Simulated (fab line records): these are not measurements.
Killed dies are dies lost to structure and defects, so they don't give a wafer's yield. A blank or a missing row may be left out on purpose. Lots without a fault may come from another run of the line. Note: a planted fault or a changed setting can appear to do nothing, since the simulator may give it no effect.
Chamber matching | flow n5Finfet | 3 sister chambers for N5_FIN_SAQP_PECVD_47 on pecvd-03
The step deposits a-Si from SiH4/He, target thk 45 nm, time 36.3 s. 6 wafers are shown with their chamber, then 7 later ones without.

## WAFERS WITH THEIR CHAMBER
wafer  | chamber | throttleValvePct (%) | rfFwdPowerW (W)
L081.4 | 2       | 16.4                 | 99.5
L082.4 | 0       | 17.5                 | 98.4
L091.1 | 2       | 16.5                 | 99.8
L091.5 | 0       | 17.4                 | 98.4
L094.1 | 1       | 17.7                 | 98.6
L094.5 | 1       | 17.3                 | 98.6

## WAFERS MISSING THEIR CHAMBER
wafer  | throttleValvePct (%) | rfFwdPowerW (W)
L094.6 | 16.6                 | 99.4
L095.2 | 17.4                 | 98.9
L095.3 | 17.7                 | 98.5
L095.5 | 17.6                 | 99.0
L096.1 | 16.6                 | 99.5
L096.2 | 17.4                 | 98.5
L096.5 | 17.8                 | 98.4

## CHAMBER TAKEN BY EACH
wafer  | from the rows above     | in truth
L094.6 | 2                       | 2
L095.2 | can't be placed: 1 or 0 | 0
L095.3 | can't be placed: 1 or 0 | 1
L095.5 | can't be placed: 1 or 0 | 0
L096.1 | 2                       | 2
L096.2 | can't be placed: 0 or 1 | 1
L096.5 | can't be placed: 0 or 1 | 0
Correctly placed: 2 of 7. Cannot be placed on the basis of these rows: 5; the candidates contain the true chamber in 5. Wrongly placed: 0.
How it was worked out, from the rows above alone: a wafer's distance from a chamber is the root of the sum, over the readings, of the square of ((its reading less the chamber's mean) divided by the reading's scatter). If the next closest chamber is less than 2 further off than the closest, the wafer can't be placed; otherwise it belongs to the closest. A chamber's mean is the mean of its shown wafers. The scatter: the root of (the sum of the squares of (reading less its chamber's mean) over the shown wafers, divided by (wafers less chambers)).
